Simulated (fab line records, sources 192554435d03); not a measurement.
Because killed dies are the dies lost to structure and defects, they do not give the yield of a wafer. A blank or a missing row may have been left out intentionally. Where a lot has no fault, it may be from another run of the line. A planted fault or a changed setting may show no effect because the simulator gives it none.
Comparing a struck lot with a sound one | flow n5 finfet | 38 out of 1938 route steps
Sound: wafers L171.1, L171.5, L171.6. Struck: wafers L174.1, L174.2, L174.4. Last of all comes the cause.
At each step with rows: each side's tool, then ch and its chambers, then its first start. Under that, the readings that differ: sound wafers | struck wafers | difference of the means | sigmas: that difference in standard deviations of wafers without a fault.
alike: readings with means less than 2 such deviations apart, plus words and numbers identical on both sides. not compared: withheld readings, readings lacking a value on some wafer, bounds such as >300 that could conceal the same value, and numbers that have no deviation in the record and whose values overlap.
Wherever a step has rows on one side only, a row that says differs or no value, or a row with sigmas, the two part there. Numbers that have no deviation but don't overlap get no sigmas and don't part them. Lack of a reading on every wafer of one side parts them only where that side has two or more wafers.

first, 11 steps without rows for these wafers: N5_FIN_SAQP_DESCUM_21 (chemistry O2, time 7.9 s); N5_FIN_SAQP_ETCH_51 (etches SiARC in CF4, target depth 45.5 nm, time 75.8 s); N5_FIN_SAQP_ETCH_52 (etches SOC in N2/H2, target depth 100 nm, overetch 20 nm, time 150 s); N5_FIN_SAQP_STRIP_53 (strips in N2/H2); N5_FIN_SAQP_HM_OPEN_73 (chemistry CHF3/O2, target SiO2, stops on a-Si, target depth 12 nm, time 16.8 s); N5_FIN_SAQP_STRIP_74 (strips in CHF3/O2); N5_FIN_SAQP_MANDREL_ETCH_22 (etches a-Si in HBr/Cl2, stops on SiNx, target depth 60 nm, bt time 10 s, time 30 s); N5_FIN_SAQP_STRIP_55 (strips in N2/H2); N5_FIN_SAQP_STRIP_23 (strips in SPM, time 750 s); N5_FIN_SAQP_SRD_66 (time 30 s); N5_FIN_SAQP_RECESS_75 (chemistry HF/NH3, target SiO2, target depth 14.4 nm, afs cycles 3, sublimation time 60 s).
N5_FIN_SAQP_SPACER1_ALD_24: deposits SiO2, target thk 20.3 nm, pulse time 1 s, purge time 2 s.
  sound on ald sin-01 ch 0,2, day 4 18:19; struck on ald sin-01 ch 0,1,3, day 5 13:47
  reading                                           | sound          | struck         | difference | sigmas
  ald cycles                                        | 218 218 218    | 188 188 188    | -30        |
  model.SiO2_of_FIN_SAQP_SPACER1_ALD_24.thk nm (nm) | 20.4 20.4 20.2 | 17.4 17.4 17.4 | -2.9       |
  alike: heater power w, precursor pulse height rel
then, 1 step without rows for these wafers: N5_FIN_SAQP_SPACER1_ETCHBACK_25 (etches SiO2 in CHF3/O2, target depth 24.4 nm, time 12.2 s).
N5_FIN_SAQP_MANDREL1_REMOVE_56: chemistry HBr/Cl2/O2, target a-Si, stops on SiNx, bt time 10 s.
  sound on rie si-03 ch 0,2,3, day 4 19:10; struck on rie si-06 ch 1,2,3, day 5 14:35
  reading                   | sound          | struck         | difference | sigmas
  model.FIN_SAQP.cd nm (nm) | 20.2 20.2 20.2 | 17.4 17.4 17.4 | -2.8       |
  alike: drypump motor current A, mfc cl2 sccm, oes product au, throttle valve pct
  not compared: rf hours counter h
N5_FIN_SAQP_CD_MEAS_27: target cd 20 nm.
  sound on cd sem-01 ch 0, day 4 19:17; struck on cd sem-02 ch 0, day 5 14:42
  reading    | sound             | struck            | difference | sigmas
  cd nm (nm) | 20.35 20.63 20.24 | 17.42 17.56 17.30 | -2.98      | -13
then, 21 steps without rows for these wafers: N5_FIN_SAQP_ETCH_57 (etches SiNx in CH3F/O2, target depth 32.5 nm, time 46.4 s); N5_FIN_SAQP_ETCH_65 (etches SiO2 in CF4, target depth 4 nm, time 4.4 s); N5_FIN_SAQP_MANDREL_ETCH_58 (etches a-Si in HBr/Cl2, stops on SiNx, target depth 45 nm, bt time 10 s, time 27 s); N5_FIN_SAQP_RECESS_63 (chemistry HF/NH3, target SiO2, target depth 18 nm, afs cycles 3, sublimation time 60 s); N5_FIN_SAQP_COAT_68 (time 60 s, resist thk 100 nm); N5_FIN_SAQP_ETCH_69 (etches SOC in N2/H2, stops on SiNx, target depth 150 nm); N5_FIN_SAQP_ETCH_67 (etches SiNx in CH3F/O2, target depth 30 nm); N5_FIN_SAQP_STRIP_70 (strips in N2/H2); N5_FIN_SAQP_RECESS_71 (chemistry HF/NH3, target SiO2, target depth 3 nm, afs cycles 1, sublimation time 60 s); N5_FIN_SAQP_SPACER2_ALD_28 (deposits SiO2, target thk 8.1 nm, pulse time 1 s, purge time 2 s); N5_FIN_SAQP_SPACER2_ETCHBACK_29 (etches SiO2 in CHF3/O2, target depth 12.2 nm, time 6.1 s); N5_FIN_SAQP_MANDREL2_REMOVE_60 (chemistry HBr/Cl2/O2, target a-Si, stops on SiNx, bt time 10 s); N5_FIN_SAQP_HM_OPEN_33 (chemistry CH3F/O2, target SiNx, target depth 49.4 nm, time 70.6 s); N5_FIN_SAQP_ETCH_34 (etches SiO2 in C4F6/O2, target depth 45 nm, time 15 s); N5_FIN_SAQP_STRIP_77 (strips in N2/H2, time 90 s); N5_FIN_SAQP_ETCH_64 (etches SiO2 in CF4, target depth 1.5 nm); N5_FIN_SAQP_FIN_ETCH_36 (etches the open film in HBr/Cl2/O2, target depth 120 nm, time 50.4 s); N5_FIN_SAQP_PRECLEAN_38 (cleans in O3/DIW, time 45 s); N5_FIN_SAQP_PRECLEAN_45 (cleans in dHF, time 10 s); N5_FIN_SAQP_SRD_39 (time 30 s); N5_FIN_CUT_COAT_18 (time 60 s, resist thk 230 nm).
-- a jump in the record: the struck wafers' starts before and after are 6 days apart (it breaks off in module FIN_CUT and resumes in module BEOL_M4, where the first step shown is number 1111 of the route) --
N5_BEOL_M4_RC_MEAS_101:
  sound on prober-02 ch 0, day 11 04:26; struck on prober-01 ch 0, day 11 21:16
  reading   | sound          | struck         | difference | sigmas
  VT_N (mV) | 241 248 247    | 251 253 254    | +7         | +2
  VT_P (mV) | -244 -246 -249 | -254 -254 -255 | -8         | -2
  alike: DIBL_N, DIBL_P, IOFF_N, IOFF_P, ION_N, ION_P, SS_N, SS_P
-- the record jumps here: 5 days lie between the struck wafers' starts before and after (it left off in module BEOL_M4 and takes up again in module PASSIVATION, whose first step shown is number 1936 of the route) --
N5_PASSIVATION_PROBE_49:
  sound: prober-02 at day 15 14:56; struck: prober-02 at day 16 14:22
  reading                 | sound       | struck      | difference | sigmas
  killed at front end     | 27 40 45    | 81 77 46    | +31        | +3
  killed on rim           | 21 14 15    | 33 38 23    | +15        | +4
  sort_bin_5_function (%) | 5.8 4.5 6.2 | 7.9 8.0 6.4 | +1.9       | +3
  alike: defect limited yield, killed_at_M0_to_M3, killed_at_M4_up, killed at contacts, killed at other, killed dies, killed open, killed short, sort_bin_6_memory, sort n pass, sort yield pct

## WHERE THEY PART
At N5_FIN_SAQP_CD_MEAS_27 first; at N5_PASSIVATION_PROBE_49 last (within this record only).

WHY: the cause the simulator had injected
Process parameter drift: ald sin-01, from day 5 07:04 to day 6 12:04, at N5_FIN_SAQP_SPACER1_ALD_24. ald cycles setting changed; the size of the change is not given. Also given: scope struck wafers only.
